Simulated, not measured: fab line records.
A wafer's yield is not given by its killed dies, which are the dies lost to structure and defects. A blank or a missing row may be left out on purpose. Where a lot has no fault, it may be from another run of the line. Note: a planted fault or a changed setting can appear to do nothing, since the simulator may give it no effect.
Chamber matching -- flow n5 finfet -- 4 sister chambers for N5_BEOL_M0_TRENCH_ETCH_107 on rie diel-05
The step etches SiOC in C4F6/O2, target depth 32.8 nm, time 16.4 s. 20 wafers are shown with their chamber, then 10 later ones without.

WAFERS, EACH WITH ITS CHAMBER
wafer,chamber,showerhead plenum p Torr (Torr),throttle valve pct (%),oes product au (a.u.)
L074.2,0,2.75,20.82,0.75
L074.3,3,2.91,21.03,0.71
L074.6,0,2.75,20.84,0.75
L076.2,1,2.95,21.32,0.70
L076.5,0,2.74,20.84,0.75
L076.6,3,2.91,21.05,0.70
L077.1,1,2.94,21.33,0.70
L077.5,0,2.74,20.86,0.76
L077.6,1,2.95,21.32,0.70
L079.3,0,2.74,20.85,0.75
L079.4,3,2.90,21.06,0.70
L079.6,2,3.01,20.33,0.96
L080.3,3,2.90,21.06,0.69
L080.4,1,2.94,21.34,0.70
L080.5,3,2.90,21.04,0.69
L081.2,0,2.74,20.84,0.75
L081.4,3,2.90,21.07,0.70
L081.5,2,3.01,20.36,0.95
L083.3,2,3.01,20.38,0.94
L083.5,1,2.94,21.33,0.69

SIGNATURES (averages over the wafers above)
reading,chamber 0,chamber 1,chamber 2,chamber 3,scatter within a chamber
showerhead plenum p Torr,2.7433,2.9440,3.0100,2.9033,0.00492
throttle valve pct,20.8417,21.3280,20.3567,21.0517,0.0148
oes product au,0.7517,0.6980,0.9500,0.6983,0.00636
Rule: for each reading, subtract the chamber's mean from the wafer's reading, divide by that reading's scatter and square the result; add these up over the readings and take the root, which gives the wafer's distance from the chamber. If the next closest chamber is less than 2 further off than the closest, the wafer can't be placed; otherwise it belongs to the closest. How the scatter is found: for the shown wafers, subtract from each reading the mean of its chamber, square and add these, divide the total by (wafers less chambers), then take the root.

WAFERS WITH NO CHAMBER GIVEN
wafer,showerhead plenum p Torr (Torr),throttle valve pct (%),oes product au (a.u.)
L083.6,2.74,20.86,0.74
L085.3,2.74,20.86,0.74
L085.4,3.00,20.39,0.94
L085.5,2.90,21.06,0.70
L091.2,2.72,20.90,0.72
L091.4,2.99,20.41,0.90
L091.6,2.72,20.91,0.71
L097.1,2.72,20.91,0.71
L097.2,2.99,20.41,0.88
L097.3,2.89,20.68,0.95

THE CHAMBER EACH PASSED THROUGH
wafer,from the rows above,in truth
L083.6,0,0
L085.3,0,0
L085.4,2,2
L085.5,3,3
L091.2,0,0
L091.4,2,2
L091.6,0,0
L097.1,0,0
L097.2,2,2
L097.3,2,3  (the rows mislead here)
Placed correctly: 9 of 10. Left unplaced by these rows: 0. Number placed wrongly: 1.
